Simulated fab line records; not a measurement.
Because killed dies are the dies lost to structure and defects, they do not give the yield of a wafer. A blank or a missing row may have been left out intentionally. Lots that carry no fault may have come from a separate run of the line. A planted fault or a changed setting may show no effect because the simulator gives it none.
Chamber matching :: flow nandHarc :: 3 sister chambers for NHARC_P_M1_DEP_33 on pecvd-03
The step deposits SiCN, target thk 30 nm. 3 wafers are shown with their chamber, then 12 later ones without.

## WAFERS, EACH WITH ITS CHAMBER
wafer: L090.1
chamber: 0
heaterPowerW (W): 538

wafer: L090.3
chamber: 1
heaterPowerW (W): 467

wafer: L090.4
chamber: 2
heaterPowerW (W): 726

## WAFERS MISSING THEIR CHAMBER
wafer: L091.3
heaterPowerW (W): 530

wafer: L091.5
heaterPowerW (W): 527

wafer: L091.6
heaterPowerW (W): 514

wafer: L092.1
heaterPowerW (W): 637

wafer: L092.2
heaterPowerW (W): 468

wafer: L092.5
heaterPowerW (W): 467

wafer: L095.1
heaterPowerW (W): 755

wafer: L095.4
heaterPowerW (W): 539

wafer: L095.5
heaterPowerW (W): 742

wafer: L097.1
heaterPowerW (W): 545

wafer: L097.3
heaterPowerW (W): 646

wafer: L097.6
heaterPowerW (W): 547

## WHICH CHAMBER EACH ONE RAN IN
wafer: L091.3
from the rows above: can't be placed: 0 or 1
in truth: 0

wafer: L091.5
from the rows above: can't be placed: 0 or 1
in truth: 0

wafer: L091.6
from the rows above: can't be placed: 0 or 1
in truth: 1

wafer: L092.1
from the rows above: can't be placed: 2 or 0
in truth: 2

wafer: L092.2
from the rows above: can't be placed: 1 or 0
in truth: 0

wafer: L092.5
from the rows above: can't be placed: 1 or 0
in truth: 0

wafer: L095.1
from the rows above: 2
in truth: 2

wafer: L095.4
from the rows above: can't be placed: 0 or 1
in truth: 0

wafer: L095.5
from the rows above: 2
in truth: 2

wafer: L097.1
from the rows above: can't be placed: 0 or 1
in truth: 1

wafer: L097.3
from the rows above: can't be placed: 2 or 0
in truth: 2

wafer: L097.6
from the rows above: can't be placed: 0 or 1
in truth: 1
Placed correctly: 2 of 12. Unplaceable from these rows: 10, with the true chamber sitting among the candidates in 10. 0 placed wrongly.
How it was worked out, from the rows above alone: a wafer's distance from a chamber is the root of the sum, over the readings, of the square of ((its reading less the chamber's mean) divided by the reading's scatter). If the next closest chamber is less than 2 further off than the closest, the wafer can't be placed; otherwise it belongs to the closest. Each chamber's mean is taken over the wafers shown for it. The scatter (one wafer shown for each chamber): square how far every hidden wafer sits from the nearest shown wafer, average those squares and take the square root.
